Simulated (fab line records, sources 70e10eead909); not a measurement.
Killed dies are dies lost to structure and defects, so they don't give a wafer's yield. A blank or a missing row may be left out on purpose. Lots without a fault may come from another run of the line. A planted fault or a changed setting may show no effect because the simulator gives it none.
Chamber matching | flow nand_harc | NHARC_P_M1_PRE_CLEAN_32 on pecvd-02: 3 sister chambers
The step time 12 s. 3 wafers are shown with their chamber, then 12 later ones without.

WAFERS WITH THEIR CHAMBER
wafer  | chamber | heater_power_w (W)
L086.4 | 0       | 687
L086.5 | 1       | 720
L086.6 | 2       | 678

WAFERS WITHOUT THEIR CHAMBER
wafer  | heater_power_w (W)
L090.1 | 722
L090.5 | 774
L090.6 | 634
L091.2 | 628
L091.5 | 628
L091.6 | 731
L092.1 | 590
L092.2 | 696
L092.4 | 674
L096.2 | 733
L096.3 | 610
L096.6 | 618

WHICH CHAMBER EACH WENT THROUGH
wafer  | from the rows above          | in truth
L090.1 | can't be placed: 1 or 0 or 2 | 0
L090.5 | can't be placed: 1 or 0 or 2 | 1
L090.6 | can't be placed: 2 or 0 or 1 | 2
L091.2 | can't be placed: 2 or 0 or 1 | 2
L091.5 | can't be placed: 2 or 0 or 1 | 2
L091.6 | can't be placed: 1 or 0 or 2 | 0
L092.1 | can't be placed: 2 or 0 or 1 | 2
L092.2 | can't be placed: 0 or 2 or 1 | 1
L092.4 | can't be placed: 2 or 0 or 1 | 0
L096.2 | can't be placed: 1 or 0 or 2 | 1
L096.3 | can't be placed: 2 or 0 or 1 | 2
L096.6 | can't be placed: 2 or 0 or 1 | 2
Placed correctly: 0 of 12. Can't be placed from these rows: 12 (the true chamber is among the candidates in 12). Placed wrongly: 0.
How it was worked out, from the rows above alone: a wafer's distance from a chamber is the root of the sum, over the readings, of the square of ((its reading less the chamber's mean) divided by the reading's scatter). The wafer belongs to the nearest chamber; if the next one is less than 2 further off, it can't be placed. A chamber's mean is the mean of its shown wafers. The scatter: with one shown wafer a chamber, the root of the mean of the squares of how far each hidden wafer lies from its nearest shown one.
